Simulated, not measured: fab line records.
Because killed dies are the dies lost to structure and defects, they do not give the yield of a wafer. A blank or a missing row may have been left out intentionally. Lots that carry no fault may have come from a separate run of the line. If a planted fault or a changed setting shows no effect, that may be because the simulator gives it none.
Comparing a struck lot with a sound one + flow n5 finfet + 36 steps out of a route of 1938
Sound: wafers L616.3, L616.4, L616.6. Struck: wafer L621.3 (left out: L621.4, L621.5 of the same lot, which were not struck); the cause appears at the end.
Per side, at each step with rows, come the tool, then ch with its chambers, and then its first start. Under that, the readings that differ: sound wafers + struck wafers + difference of the means + sigmas: that difference in standard deviations of wafers without a fault.
alike: same words and numbers on both sides, and readings whose means sit less than 2 such deviations apart. not compared: any withheld reading, any reading some wafer has no value for, any bound like >300 that may hide the same value, and any number with overlapping values for which the record gives no deviation.
Wherever a step has rows on one side only, a row that says differs or no value, or a row with sigmas, the two part there. Non-overlapping numbers with no deviation appear without sigmas and do not part them. A reading missing from all wafers of one side parts the sides only when that side holds two or more wafers.

first, 9 steps without rows for these wafers: N5_BEOL_M10_ALD_74 (deposits TaN, target thk 2 nm, pulse time 2 s, purge time 3 s); N5_BEOL_M10_SURFACE_TREAT_76; N5_BEOL_M10_CVD_75 (deposits Co from CCTBA/H2, target thk 2 nm, time 138.9 s); N5_BEOL_M10_SPUTTER_48 (material Cu, target thk 12 nm, time 2 s); N5_BEOL_M10_ECD_50 (material Cu, target thk 318 nm); N5_BEOL_M10_ANNEAL_51 (time 90 s); N5_BEOL_M10_CMP_52 (polishes, stops on SiCOH lowk, t overpolish 7 s, target thk 140 nm); N5_BEOL_M10_PRE_CLEAN_55 (time 15 s); N5_BEOL_M10_DEP_56 (deposits SiCN from 3MS/NH3, target thk 15 nm, time 26.5 s).
N5_BEOL_M11_ILD_DEP_00: deposits SiCOH lowk from DEMS/porogen, target thk 308.51 nm, time 58 s.
  sound on pecvd-03 ch 0,1, day 13 01:48; struck on pecvd-03 ch 2, day 14 07:08
| reading                                             | sound             | struck | difference | sigmas |
|-----------------------------------------------------|-------------------|--------|------------|--------|
| heater power w (W)                                  | 295 303 255       | 415    | +131       | +3     |
| run length s (s)                                    | 101.1 101.0 100.4 | 109.1  | +8.3       | +16    |
| model.SiCOH_lowk_of_BEOL_M11_ILD_DEP_00.thk nm (nm) | 309.2 313.8 313   | 349.4  | +37.4      |        |
  alike: rf fwd power W, showerhead plenum p Torr, showerhead vpp V, throttle valve pct
  not compared: since wet clean h
then, 1 step without rows for these wafers: N5_BEOL_M11_CURE_71 (cures SiCOH lowk, time 240 s).
N5_BEOL_M11_THK_MEAS_01:
  struck on film metro-02, day 14 07:52; sound on film metro-02, day 13 02:58
| reading          | sound       | struck | difference | sigmas |
|------------------|-------------|--------|------------|--------|
| M11_ILD_THK (nm) | 269 273 272 | 304    | +33        | +9     |
then, 23 steps without rows for these wafers: N5_BEOL_M11_PECVD_70 (deposits SiO2 from TEOS/O2, target thk 20 nm, time 22.7 s); N5_BEOL_M11_HM_DEP_02 (deposits TiN, target thk 20 nm); N5_BEOL_M11_COAT_59 (time 60 s, resist thk 100 nm); N5_BEOL_M11_COAT_60 (time 60 s, resist thk 30 nm); N5_BEOL_M11_COAT_05 (resist thk 90 nm); N5_BEOL_M11_EBR_07; N5_BEOL_M11_SOFTBAKE_06 (time 60 s); N5_BEOL_M11_EXPOSE_08 (exposes mask M11); N5_BEOL_M11_PEB_09 (peb time 60 s); N5_BEOL_M11_DEVELOP_10 (develop time 30 s); N5_BEOL_M11_DESCUM_16 (chemistry O2, time 7.9 s); N5_BEOL_M11_ETCH_61 (etches SiARC in CF4, target depth 39 nm, time 65 s); N5_BEOL_M11_ETCH_62 (etches SOC in N2/H2, target depth 110 nm, overetch 22 nm, time 165 s); N5_BEOL_M11_STRIP_68 (strips in N2/H2); N5_BEOL_M11_STRIP_67 (strips in CF4); N5_BEOL_M11_HM_OPEN_17 (chemistry Cl2/BCl3, target TiN, target depth 20 nm, overetch 6 nm); N5_BEOL_M11_STRIP_19 (strips in O2); N5_BEOL_M11_COAT_63 (time 60 s, resist thk 100 nm); N5_BEOL_M11_COAT_64 (time 60 s, resist thk 30 nm); N5_BEOL_M11_COAT_22 (resist thk 90 nm); N5_BEOL_M11_EBR_24; N5_BEOL_M11_SOFTBAKE_23 (time 60 s); N5_BEOL_M11_EXPOSE_25 (exposes mask V10).
N5_BEOL_M11_CMP_52: polishes, stops on SiCOH lowk, t overpolish 7 s, target thk 140 nm.
  sound on cmp-02 ch 2,3, day 13 10:16; struck on cmp-04 ch 2, day 14 14:12
| reading                                             | sound           | struck | difference | sigmas |
|-----------------------------------------------------|-----------------|--------|------------|--------|
| motor current A (A)                                 | 6.7 5.0 5.0     | 7.2    | +1.6       | +2     |
| model.SiCOH_lowk_of_BEOL_M11_ILD_DEP_00.thk nm (nm) | 265.6 269.6 269 | 301.2  | +33.1      |        |

== WHERE THEY PART ==
First at N5_BEOL_M11_ILD_DEP_00; last, within this record, at N5_BEOL_M11_CMP_52.

WHY: what the simulator had put in
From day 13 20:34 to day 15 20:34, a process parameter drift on pecvd-03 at N5_BEOL_M11_ILD_DEP_00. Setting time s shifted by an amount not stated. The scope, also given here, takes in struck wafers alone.
